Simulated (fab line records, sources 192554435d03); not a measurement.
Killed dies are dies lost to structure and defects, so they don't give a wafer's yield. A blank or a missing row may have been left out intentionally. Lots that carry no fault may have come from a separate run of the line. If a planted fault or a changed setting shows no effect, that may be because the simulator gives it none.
Chamber matching	flow n5Finfet	N5_BEOL_M15_TRENCH_ETCH_34 on rieDiel-06: 4 sister chambers
The step etches SiO2 in C4F8/O2/Ar, target depth 872.93 nm, time 199 s. 14 wafers are shown with their chamber, then 7 later ones without.

## WAFERS, EACH WITH ITS CHAMBER
wafer	chamber	drypumpMotorCurrentA (A)	throttleValvePct (%)	rfVppV (V)
L076.4	3	5.0	30.50	2177
L076.5	2	5.7	30.92	2215
L076.6	3	5.0	30.51	2175
L087.3	1	5.8	31.28	2198
L087.5	1	5.9	31.26	2197
L087.6	0	6.4	30.56	2231
L089.1	3	5.0	30.52	2174
L089.3	0	6.4	30.58	2230
L089.6	1	5.9	31.27	2197
L090.2	0	6.4	30.58	2231
L090.3	2	5.7	30.93	2217
L090.6	1	5.8	31.26	2194
L093.1	0	6.4	30.59	2231
L093.3	2	5.7	30.97	2216

SIGNATURES (means of the wafers above)
reading	chamber 0	chamber 1	chamber 2	chamber 3	scatter within a chamber
drypumpMotorCurrentA	6.400	5.850	5.700	5.000	0.0316
throttleValvePct	30.5775	31.2675	30.9400	30.5100	0.0153
rfVppV	2230.75	2196.50	2216.00	2175.33	1.28
Rule: a wafer lies at a distance from a chamber equal to the root of the sum of squares, over the readings, of (its reading less the chamber's mean, divided by the reading's scatter). The wafer belongs to the nearest chamber; if the next one is less than 2 further off, it can't be placed. How the scatter is found: for the shown wafers, subtract from each reading the mean of its chamber, square and add these, divide the total by (wafers less chambers), then take the root.

## WAFERS WHOSE CHAMBER IS MISSING
wafer	drypumpMotorCurrentA (A)	throttleValvePct (%)	rfVppV (V)
L093.6	5.1	30.52	2176
L094.2	5.7	30.95	2216
L094.3	5.8	31.29	2199
L094.6	5.0	30.52	2175
L097.1	5.8	31.28	2194
L097.2	6.4	30.59	2230
L097.5	5.0	30.53	2174

## WHICH CHAMBER EACH WENT THROUGH
wafer	from the rows above	in truth
L093.6	3	3
L094.2	2	2
L094.3	1	1
L094.6	3	3
L097.1	1	1
L097.2	0	0
L097.5	3	3
Correct placement for 7 of the 7. Left unplaced by these rows: 0. Wrongly placed: 0.
